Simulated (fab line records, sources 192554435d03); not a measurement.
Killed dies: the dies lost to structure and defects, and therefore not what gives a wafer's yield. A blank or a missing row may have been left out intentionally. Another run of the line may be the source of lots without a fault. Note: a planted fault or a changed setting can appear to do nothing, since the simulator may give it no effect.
fab line records -- flow n5Finfet
record lots=7, wafers=18, lastDay=21
route steps=1938 shown BEOL_M7@1290 PASSIVATION@1936
lots untouched by any fault: they come from a run of this same line in which no faults occurred
startH: start of the lot's first displayed wafer, in hours after the record's first day -- waitH: how many hours have passed since the lot's step before this one -- " identical to the entry in the row above -- L1.1+2: a single row standing in for several wafers -- - no value, or no start given -- * or withheld: withheld -- < > ~ a bound
route shown NAME@n: names a module that has steps shown in the file, with the first one's number in the route -- usual: mean and standard deviation over wafers with no fault -- same: alike in all rows -- chamber/n: place in a boat -- sites: each site's reading -- _std_site: their standard deviation -- _edge_site: outer sites' mean less inner sites' -- radiusMm: how far each site lies from the wafer's centre -- mask NAME#n: copy n -- behind: tool/chamber where the wafer was last shaped -- hold: reason for holding the lot/hours on hold/outcome of the hold -- device: names the non-switching transistor (n, p or np) -- end of line: at the end of the route, the tests of the same wafers -- step lacking rows: just its recipe -- killed: at the first sort, the dies lost to defects and structure; wafer yield is something else -- map: shows each die of a wafer: x if killed, . if not, _ if none is there
set.NAME: the run value of the setting; set.NAME@STEP: its run value at that earlier step -- model.NAME: the simulator's own value behind a step, which no gauge read
a table for each step, a row for each wafer; lots at some steps of the route
services: a tool's chamber out of use, with start hour (startH, from the record's first day; less than 0 if before it), hours out, and reason
## steps
# step N5_BEOL_M7_COAT_22
# recipe resist=CAR-EUV, spinRpm=1500, resistThkNm=30
# step N5_BEOL_M7_EBR_24
# recipe solvent=PGMEA, ebrWidthMm=1.5
# step N5_BEOL_M7_SOFTBAKE_23
# recipe tempC=110, timeS=60, resist=CAR-EUV
# step N5_BEOL_M7_EXPOSE_25
# recipe maskId=V6, na=0.33, sourceShape=annular, sigmaInner=0.4, sigmaOuter=0.8, polarization=unpolarized, targetCdNm=40, doseMj=42.5
# step N5_BEOL_M7_PEB_26
# recipe pebTempC=100, pebTimeS=60, resist=CAR-EUV
# step N5_BEOL_M7_DEVELOP_27
# recipe developTimeS=30, developer=TMAH, resist=CAR-EUV, rinseLiquid=surfactantRinse, dry=airSpin, devTempC=23
# step N5_BEOL_M7_CD_MEAS_28
# recipe targetCdNm=40, landingEnergyEv=500, detector=seInlens
# usual cdNm=39.99/0.26
lot.wafer,tool,chamber,startH,waitH,cdNm
L383.2,cdSem-02,0,306.94,-,40.19
L383.3,cdSem-02,0,306.94,-,40.42
L383.5,cdSem-02,0,306.94,-,39.69
L385.2,cdSem-01,0,331.92,-,39.69
L385.3,cdSem-01,0,331.92,-,39.97
L385.6,cdSem-01,0,331.92,-,39.66
L393.3,cdSem-01,0,379.15,-,39.73
L393.5,cdSem-01,0,379.15,-,39.85
L392.3,cdSem-02,0,379.42,-,39.72
L392.4,cdSem-02,0,379.42,-,39.82
L392.5,cdSem-02,0,379.42,-,39.84
L397.1,cdSem-01,0,383.85,-,39.99
L397.6,cdSem-01,0,383.85,-,40.04
L400.1,cdSem-01,0,417.34,-,39.84
L400.5,cdSem-01,0,417.34,-,39.16
L402.1,cdSem-01,0,427.09,-,39.90
L402.4,cdSem-01,0,427.09,-,39.96
L402.5,cdSem-01,0,427.09,-,40.00
# step N5_BEOL_M7_OVL_MEAS_29
# recipe pointsPerWafer=522
# usual V6_OVL=0.1/0.59
# same pointsPerWafer=522
lot.wafer,tool,chamber,startH,waitH,V6_OVL[nm]
L383.2,overlay-01,0,306.98,0.0,-0.5
L383.3,overlay-01,0,306.98,0.0,-0.8
L383.5,overlay-01,0,306.98,0.0,-0.3
L385.2,overlay-01,0,331.95,0.0,0.7
L385.3,overlay-01,0,331.95,0.0,0.6
L385.6,overlay-01,0,331.95,0.0,1.1
L393.3,overlay-02,0,379.19,0.0,0.7
L393.5,overlay-02,0,379.19,0.0,0.1
L392.3,overlay-01,0,379.46,0.0,0.2
L392.4,overlay-01,0,379.46,0.0,0.0
L392.5,overlay-01,0,379.46,0.0,0.1
L397.1,overlay-01,0,383.88,0.0,-0.8
L397.6,overlay-01,0,383.88,0.0,-1.0
L400.1,overlay-02,0,417.37,0.0,0.5
L400.5,overlay-02,0,417.37,0.0,1.3
L402.1,overlay-02,0,427.12,0.0,0.4
L402.4,overlay-02,0,427.12,0.0,0.6
L402.5,overlay-02,0,427.12,0.0,0.3
# step N5_BEOL_M7_INSPECT_30
# recipe mode=adi, inspectInstrument=brightfield
# usual rawDefectCount=411/87
lot.wafer,tool,chamber,startH,waitH,rawDefectCount
L383.2,defectInspect-01,-,307.03,0.0,574
L383.3,defectInspect-01,-,307.03,0.0,366
L383.5,defectInspect-01,-,307.03,0.0,511
L385.2,defectInspect-01,-,332.01,0.0,377
L385.3,defectInspect-01,-,332.01,0.0,481
L385.6,defectInspect-01,-,332.01,0.0,447
L393.3,defectInspect-02,-,379.23,0.0,351
L393.5,defectInspect-02,-,379.23,0.0,495
L392.3,defectInspect-01,-,379.51,0.0,400
L392.4,defectInspect-01,-,379.51,0.0,370
L392.5,defectInspect-01,-,379.51,0.0,346
L397.1,defectInspect-02,-,383.94,0.1,488
L397.6,defectInspect-02,-,383.94,0.1,563
L400.1,defectInspect-01,-,417.43,0.1,465
L400.5,defectInspect-01,-,417.43,0.1,330
L402.1,defectInspect-02,-,427.18,0.1,434
L402.4,defectInspect-02,-,427.18,0.1,456
L402.5,defectInspect-02,-,427.18,0.1,484
# step N5_BEOL_M7_DESCUM_33
# recipe chemistry=O2, timeS=7, sourcePowerW=50, biasPowerW=20, pressureMtorr=20, rfFrequencyHz=2.712e+07, tempC=40, resist=CAR-EUV, o2FlowSccm=225
# usual drypumpMotorCurrentA=5.7/0.44, oesProductAu=0.79/0.091, rfVppV=243.0/1.5, showerheadPlenumPTorr=2.08/0.079, throttleValvePct=20.37/0.3
# same timeS=7
lot.wafer,tool,chamber,startH,waitH,drypumpMotorCurrentA,oesProductAu,rfHoursCounterH,rfVppV,showerheadPlenumPTorr,throttleValvePct
L383.2,rieDiel-06,3,307.07,0.0,5.4,0.90,31,245.2,2.20,20.44
L383.3,rieDiel-06,2,307.07,0.0,5.8,0.68,209,244.4,2.14,19.94
L383.5,rieDiel-06,1,307.07,0.0,5.6,0.75,-,241.6,2.01,21.00
L385.2,rieDiel-02,3,332.04,0.0,5.4,0.79,84,245.3,2.22,20.19
L385.3,rieDiel-02,2,332.04,0.0,5.8,0.67,231,242.1,1.98,20.72
L385.6,rieDiel-02,3,332.04,0.0,5.4,0.78,-,245.1,2.22,20.19
L393.3,rieDiel-02,0,379.27,0.0,5.8,0.77,135,241.4,2.00,20.43
L393.5,rieDiel-02,2,379.27,0.0,5.9,0.66,-,238.9,1.97,20.74
L392.3,rieDiel-03,0,379.54,0.0,5.2,0.84,51,242.7,2.03,20.35
L392.4,rieDiel-03,1,379.54,0.0,5.9,0.91,-,244.9,2.13,20.04
L392.5,rieDiel-03,0,379.54,0.0,5.2,0.85,-,242.6,2.03,20.36
L397.1,rieDiel-02,0,384.49,0.5,5.8,0.77,137,243.3,2.00,20.43
L397.6,rieDiel-02,0,384.49,0.5,5.8,0.76,-,243.1,2.00,20.44
L400.1,rieDiel-02,1,417.94,0.5,4.8,0.72,216,243.1,2.10,20.98
L400.5,rieDiel-02,1,417.94,0.5,4.8,0.72,-,244.2,2.10,20.97
L402.1,rieDiel-06,2,427.32,0.1,5.8,0.66,242,244.7,2.12,20.00
L402.4,rieDiel-06,0,427.32,0.1,5.7,0.85,81,241.7,2.05,20.17
L402.5,rieDiel-06,3,427.32,0.1,5.4,0.84,-,246.3,2.18,20.50
# step N5_BEOL_M7_ETCH_72
# recipe chemistry=N2/H2, target=underlayer, targetDepthA=65, maskMaterial=CAR-EUV, timeS=5.2, ionEnergyEv=200, pressureMtorr=30, sourceW=840, biasW=150, n2FlowSccm=200, h2FlowSccm=200, ends=cleared
# usual drypumpMotorCurrentA=5.7/0.44, etchRfOnTimeS=5.14/0.15, h2FlowSccm=200.0/0.62, oesProductAu=0.68/0.08, rfVppV=523.5/2.9, showerheadPlenumPTorr=2.52/0.097, throttleValvePct=17.77/0.27
lot.wafer,tool,chamber,startH,waitH,drypumpMotorCurrentA,etchRfOnTimeS,h2FlowSccm,oesProductAu,rfHoursCounterH,rfVppV,showerheadPlenumPTorr,throttleValvePct
L383.2,rieDiel-06,3,307.11,0.0,5.4,5.12,199.9,0.78,31,528.9,2.71,18.13
L383.3,rieDiel-06,2,307.11,0.0,5.8,5.27,200.2,0.59,209,529.0,2.62,17.52
L383.5,rieDiel-06,1,307.11,0.0,5.6,5.12,199.3,0.64,-,522.3,2.40,18.13
L385.2,rieDiel-02,3,332.08,0.0,5.4,5.24,200.8,0.67,84,524.7,2.67,17.59
L385.3,rieDiel-02,2,332.08,0.0,5.9,5.43,199.9,0.57,231,520.6,2.42,18.26
L385.6,rieDiel-02,3,332.08,0.0,5.4,5.26,200.2,0.68,-,527.2,2.67,17.58
L393.3,rieDiel-02,0,379.30,0.0,5.8,4.98,200.1,0.67,135,520.4,2.42,17.76
L393.5,rieDiel-02,2,379.30,0.0,5.8,5.40,200.9,0.56,-,518.9,2.41,18.30
L392.3,rieDiel-03,0,379.58,0.0,5.2,4.99,199.7,0.73,51,523.1,2.47,17.73
L392.4,rieDiel-03,1,379.58,0.0,5.9,5.11,198.9,0.79,-,526.1,2.60,17.49
L392.5,rieDiel-03,0,379.58,0.0,5.2,4.96,198.5,0.71,-,524.4,2.47,17.73
L397.1,rieDiel-02,0,384.52,0.0,5.8,4.94,199.8,0.67,137,521.9,2.42,17.78
L397.6,rieDiel-02,0,384.52,0.0,5.8,4.87,199.1,0.67,-,519.9,2.42,17.76
L400.1,rieDiel-02,1,417.97,0.0,4.8,5.14,199.7,0.62,216,522.5,2.51,18.18
L400.5,rieDiel-02,1,417.97,0.0,4.8,5.07,199.8,0.63,-,524.0,2.51,18.21
L402.1,rieDiel-06,2,427.35,0.0,5.8,5.21,200.5,0.57,242,525.6,2.61,17.57
L402.4,rieDiel-06,0,427.35,0.0,5.7,5.13,199.7,0.72,81,518.3,2.46,17.40
L402.5,rieDiel-06,3,427.35,0.0,5.4,5.11,200.0,0.72,-,528.5,2.70,18.20
# step N5_BEOL_M7_ETCH_65
# recipe chemistry=CF4, target=SiARC, targetDepthA=156, maskMaterial=CAR-EUV, timeS=26, ionEnergyEv=80, pressureMtorr=40, sourceW=545, biasW=36, Ar_flow_sccm=100, cf4FlowSccm=100, ends=cleared
# usual drypumpMotorCurrentA=5.7/0.43, etchRfOnTimeS=25.8/0.86, oesProductAu=0.68/0.082, rfVppV=183.9/1.2, showerheadPlenumPTorr=2.14/0.073, throttleValvePct=15.6/0.31
lot.wafer,tool,chamber,startH,waitH,drypumpMotorCurrentA,etchRfOnTimeS,oesProductAu,rfHoursCounterH,rfVppV,showerheadPlenumPTorr,throttleValvePct
L383.2,rieDiel-06,3,307.12,0.0,5.4,25.8,0.77,31,186.1,2.28,15.8
L383.3,rieDiel-06,2,307.12,0.0,5.8,26.5,0.59,209,184.6,2.21,15.4
L383.5,rieDiel-06,1,307.12,0.0,5.6,26.0,0.63,-,182.1,2.07,16.1
L385.2,rieDiel-02,3,332.09,0.0,5.4,26.1,0.68,84,185.2,2.25,15.4
L385.3,rieDiel-02,2,332.09,0.0,5.8,27.0,0.57,231,181.4,2.04,16.1
L385.6,rieDiel-02,3,332.09,0.0,5.4,25.9,0.68,-,184.4,2.25,15.4
L393.3,rieDiel-02,0,379.32,0.0,5.8,24.7,0.67,135,183.1,2.08,15.8
L393.5,rieDiel-02,2,379.32,0.0,5.8,26.9,0.56,-,181.3,2.03,16.1
L392.3,rieDiel-03,0,379.59,0.0,5.3,24.3,0.73,51,183.0,2.10,15.7
L392.4,rieDiel-03,1,379.59,0.0,5.9,25.7,0.79,-,184.0,2.17,15.2
L392.5,rieDiel-03,0,379.59,0.0,5.3,24.4,0.73,-,183.6,2.10,15.7
L397.1,rieDiel-02,0,384.54,0.0,5.8,25.0,0.67,137,183.9,2.08,15.8
L397.6,rieDiel-02,0,384.54,0.0,5.8,25.0,0.67,-,182.9,2.08,15.8
L400.1,rieDiel-02,1,417.99,0.0,4.8,25.8,0.62,216,183.6,2.14,16.0
L400.5,rieDiel-02,1,417.99,0.0,4.8,25.4,0.62,-,184.3,2.15,16.0
L402.1,rieDiel-06,2,427.37,0.0,5.8,26.4,0.58,242,184.1,2.20,15.4
L402.4,rieDiel-06,0,427.37,0.0,5.7,26.0,0.72,81,183.5,2.10,15.3
L402.5,rieDiel-06,3,427.37,0.0,5.4,25.8,0.72,-,185.0,2.27,15.9
# step N5_BEOL_M7_ETCH_66
# recipe chemistry=N2/H2, target=SOC, targetDepthA=800, overetchA=160, maskMaterial=SiARC, tempC=40, timeS=120, ionEnergyEv=200, pressureMtorr=30, sourceW=840, biasW=150, n2FlowSccm=200, h2FlowSccm=200
# usual drypumpMotorCurrentA=5.7/0.44, h2FlowSccm=200.0/0.55, oesProductAu=0.61/0.067, rfVppV=523.4/2.8, runLengthS=143.1/0.4, showerheadPlenumPTorr=2.52/0.097, throttleValvePct=17.72/0.27
lot.wafer,tool,chamber,startH,waitH,drypumpMotorCurrentA,h2FlowSccm,oesProductAu,rfHoursCounterH,rfVppV,runLengthS,showerheadPlenumPTorr,throttleValvePct,model.SiARC_of_BEOL_M7_COAT_64.thkNm
L383.2,rieDiel-06,3,307.15,0.0,5.4,200.1,0.69,31,529.2,143.5,2.71,18.10,6.2
L383.3,rieDiel-06,2,307.15,0.0,5.8,200.7,0.54,209,526.5,143.3,2.62,17.48,6.6
L383.5,rieDiel-06,1,307.15,0.0,5.6,199.5,0.58,-,521.3,144.4,2.40,18.07,6.4
L385.2,rieDiel-02,3,332.12,0.0,5.4,200.1,0.61,84,526.4,142.6,2.67,17.57,6.4
L385.3,rieDiel-02,2,332.12,0.0,5.8,198.9,0.52,231,519.2,142.6,2.42,18.22,6.4
L385.6,rieDiel-02,3,332.12,0.0,5.4,199.7,0.61,-,526.7,142.8,2.67,17.55,6.4
L393.3,rieDiel-02,0,379.35,0.0,5.8,199.8,0.58,135,522.3,143.3,2.42,17.73,6.2
L393.5,rieDiel-02,2,379.35,0.0,5.9,199.9,0.60,-,519.9,124.6,2.41,18.26,7.4
L392.3,rieDiel-03,0,379.62,0.0,5.3,199.4,0.63,51,521.8,142.9,2.47,17.70,6.4
L392.4,rieDiel-03,1,379.62,0.0,5.9,200.5,0.70,-,523.7,143.1,2.59,17.45,6.2
L392.5,rieDiel-03,0,379.62,0.0,5.3,199.6,0.63,-,520.6,143.3,2.47,17.70,6.4
L397.1,rieDiel-02,0,384.57,0.0,5.8,199.9,0.58,137,520.6,143.2,2.42,17.75,6.2
L397.6,rieDiel-02,0,384.57,0.0,5.8,200.2,0.68,-,521.8,125.7,2.42,17.75,7
L400.1,rieDiel-02,1,418.02,0.0,4.8,199.4,0.55,216,524.2,142.5,2.51,18.17,6.4
L400.5,rieDiel-02,1,418.02,0.0,4.8,199.2,0.65,-,522.1,124.5,2.51,18.18,7.2
L402.1,rieDiel-06,2,427.40,0.0,5.8,199.5,0.53,242,526.7,143.4,2.61,17.54,6.4
L402.4,rieDiel-06,0,427.40,0.0,5.7,199.1,0.64,81,521.0,142.5,2.46,17.35,6.2
L402.5,rieDiel-06,3,427.40,0.0,5.3,200.7,0.65,-,527.1,143.7,2.70,18.16,6
# step N5_BEOL_M7_STRIP_69
# recipe chemistry=N2/H2, tempC=40, n2FlowSccm=200, h2FlowSccm=200, rfFrequencyHz=6e+07
# step N5_PASSIVATION_PROBE_49
# usual defectLimitedYield=91.1/1.4, killed_at_M0_to_M3=34/9.6, killed_at_M4_up=15/5.3, killedAtContacts=12/6.1, killedAtFrontEnd=40/11, killedAtOther=3.5/2.8, killedDies=105/17, killedOpen=70/12, killedShort=34/7.7, sort_bin_5_function=5.2/0.97, sort_bin_6_memory=3.4/0.62, sortNPass=1075/17, sortYieldPct=91.1/1.4
# same grossDies=1180, killedAtBackSide=0, sort_bin_4_leakage[%]=0, sort_bin_8_speed[%]=0
lot.wafer,tool,chamber,startH,waitH,defectLimitedYield[%],killed_at_M0_to_M3,killed_at_M4_up,killedAtContacts,killedAtFrontEnd,killedAtOther,killedDies,killedOpen,killedShort,sort_bin_5_function[%],sort_bin_6_memory[%],sortNPass,sortYieldPct[%]
L397.6,prober-01,-,460.49,0.3,89.0,42,18,18,49,3,130,91,38,6.7,4.0,1050,89.0
L393.5,prober-02,-,462.34,0.2,86.6,49,30,8,69,2,158,117,40,8.6,4.5,1022,86.6
L400.1,prober-01,-,500.48,0.0,90.9,25,22,13,40,7,107,71,36,5.6,3.2,1073,90.9
# killed by level:class
L397.6 MOL_CONTACT_COAG:geometricParticle:open=16 STI_FIN_REVEAL:geometricParticle:open=11 BEOL_M2:geometricParticle:open=11 FIN_SAQP:geometricParticle:open=10 BEOL_M1:geometricParticle:open=10 BEOL_M4:geometricParticle:open=8 BEOL_M3:geometricParticle:open=7 FIN_SAQP:geometricParticle:short=6
L393.5 STI_FIN_REVEAL:geometricParticle:open=31 BEOL_M3:geometricParticle:open=17 BEOL_M4:geometricParticle:open=16 FIN_SAQP:geometricParticle:open=11 STI_FIN_REVEAL:geometricParticle:short=10 BEOL_M1:geometricParticle:open=8 MOL_CONTACT_COAG:geometricParticle:open=7 BEOL_M0_SAQP:geometricParticle:open=6
L400.1 BEOL_M4:geometricParticle:open=10 FIN_SAQP:geometricParticle:open=9 MOL_CONTACT_COAG:geometricParticle:open=9 BEOL_M3:geometricParticle:open=9 STI_FIN_REVEAL:geometricParticle:open=7 FIN_SAQP:geometricParticle:short=5 GATE_CUT:geometricParticle:short=4 MOL_CONTACT_COAG:geometricParticle:short=4
## services
tool,chamber,startH,hours,kind
rieDiel-02,2,283.39,7.7,repair
rieDiel-06,2,340.34,7.7,repair
rieDiel-02,1,357.58,23.7,repair
rieDiel-02,-,358.10,0.8,repair
rieDiel-03,2,363.34,-,clean
rieDiel-03,2,363.34,-,consumableReplace:focusRing
rieDiel-03,2,363.34,-,consumableReplace:showerhead
rieDiel-03,2,363.34,22.2,scheduledDown
rieDiel-03,2,363.34,22.2,ventCycle
rieDiel-02,2,383.25,-,clean
rieDiel-02,2,383.25,-,consumableReplace:focusRing
rieDiel-02,2,383.25,-,consumableReplace:showerhead
rieDiel-02,2,383.25,17.0,scheduledDown
rieDiel-02,2,383.25,17.0,ventCycle
## key
firstSign step=N5_BEOL_M7_ETCH_66, reading=runLengthS, direction=down, sigmas=45, usual=*, struck=*
effect none on later readings
modelEffect step=N5_BEOL_M7_ETCH_66, value=SiARC_of_BEOL_M7_COAT_64.thkNm, without=6.4, struck=7.2
metAt N5_BEOL_M7_ETCH_66
struckWafers L393.5,L397.6,L400.5
onsetBetween 332.12 379.35
fault kind=processParameterDrift, tool=rieDiel-02, chamber=-, onsetH=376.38, steps=N5_BEOL_M7_ETCH_66, channel=timeS, offset=*, shape=step, endH=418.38, scope=struckWafersOnly, actsIn=*, stated=*
